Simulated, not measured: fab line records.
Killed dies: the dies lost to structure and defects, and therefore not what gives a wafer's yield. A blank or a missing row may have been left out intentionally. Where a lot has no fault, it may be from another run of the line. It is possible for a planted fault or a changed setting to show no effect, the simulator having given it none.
Problem report in the 8D (eight disciplines) form, filled by code || flow n5 finfet || the parts of the form that need people (team, actions taken, sign-off) are left out

## 1. THE ISSUE
Mean of bias w at N5_BEOL_M6_ETCH_62: 184.4 W across 2 wafers in 2 lots; on wafers with no fault it is 150.0 W (standard deviation 0.47). That puts it +73 standard deviations away from the usual mean.
The step: etches SOC in N2/H2, target depth 110 nm, overetch 22 nm, time 165 s.
First observed at day 10 04:11: wafer L865.3, on rie diel-04. At this step, 33 wafers from 11 lots have a number in the record. Rule for "out" (also "out of limits"): further than 4 standard deviations from the usual mean. The rest of the wafers with a number are treated as sound.

## 2. WHAT IT IS; WHAT IT IS NOT
{"question": "which readings at this step", "is": "bias w, rf vpp V", "is not": "drypump motor current A, oes product au, rf fwd power W, showerhead plenum p Torr, temp c, throttle valve pct"}
{"question": "which lots", "is": "L864, L865", "is not": "L857, L859, L863, L873, L874, L876, L877, L878, L879"}
{"question": "which wafers of those lots", "is": "L864.3, L865.3", "is not": "L864.2, L864.4, L865.1, L865.6"}
{"question": "read on which tools", "is": "rie diel-04", "is not": "rie diel-01, rie diel-05"}
{"question": "when", "is": "from day 10 04:11", "is not": "up to then (11 sound wafers); but 20 sound wafers of L864, L873, L874, L876, L877, L878, L879 came after"}

## 3. SUSPECTS, AND WHAT RULES EACH OUT
Counting: any tool at a process step up to the reading remains a suspect provided it ran every lot that is out. Sound lots after the first of them don't rule it out here, since some wafers of a struck lot are sound.
- rie diel-04 at N5_BEOL_M6_ETCH_62 (etches SOC in N2/H2, target depth 110 nm, overetch 22 nm, time 165 s): kept. Every lot that is out went through it, the first being L865 (day 10 04:11); the last sound lot it ran before that was L859 (day 9 04:05). Its own bias w, rf vpp V readings are out on those wafers.
- Within rie diel-04 at N5_BEOL_M6_ETCH_62: the wafers that are out ran in chamber 0; their sound lot-mates ran in chambers 2, 3.
Remaining after the count: rie diel-04 at N5_BEOL_M6_ETCH_62.

## 4. THE CAUSE (what the simulator had put in)
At N5_BEOL_M6_ETCH_62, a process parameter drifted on rie diel-04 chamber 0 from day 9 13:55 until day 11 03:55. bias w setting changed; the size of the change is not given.
The count eliminated every tool but this one.

## 5. THE CHAIN OF EFFECTS, in route order
Each row: a reading whose mean over the struck wafers that have a number lies more than 3 standard deviations from the usual. Scope: only readings with a usual standard deviation given in the record; hours: median across lots of the time from each lot's start at the first step in this table that gives one to its start at this step; sigmas: change in usual standard deviations.
{"hours": 0, "step": "N5_BEOL_M6_ETCH_62", "reading": "bias w", "usual": "150.0 W", "on struck wafers": 184.4, "change": "+34.4", "sigmas": "+73"}
{"hours": 0, "step": "N5_BEOL_M6_ETCH_62", "reading": "rf vpp V", "usual": "524.5 V", "on struck wafers": 591.7, "change": "+67.2", "sigmas": "+26"}
Process steps it contains:
- N5_BEOL_M6_ETCH_62: etches SOC in N2/H2, target depth 110 nm, overetch 22 nm, time 165 s.
At these later measuring or inspecting steps, every struck wafer for which the step has a row has a number for every such reading, and none has moved that far: N5_BEOL_M6_CD_MEAS_18.

## 6. WHAT WOULD HAVE CAUGHT IT SOONER
The fault began at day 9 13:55; the first out-of-limits reading in this record came at day 10 04:11, 14 hours later.
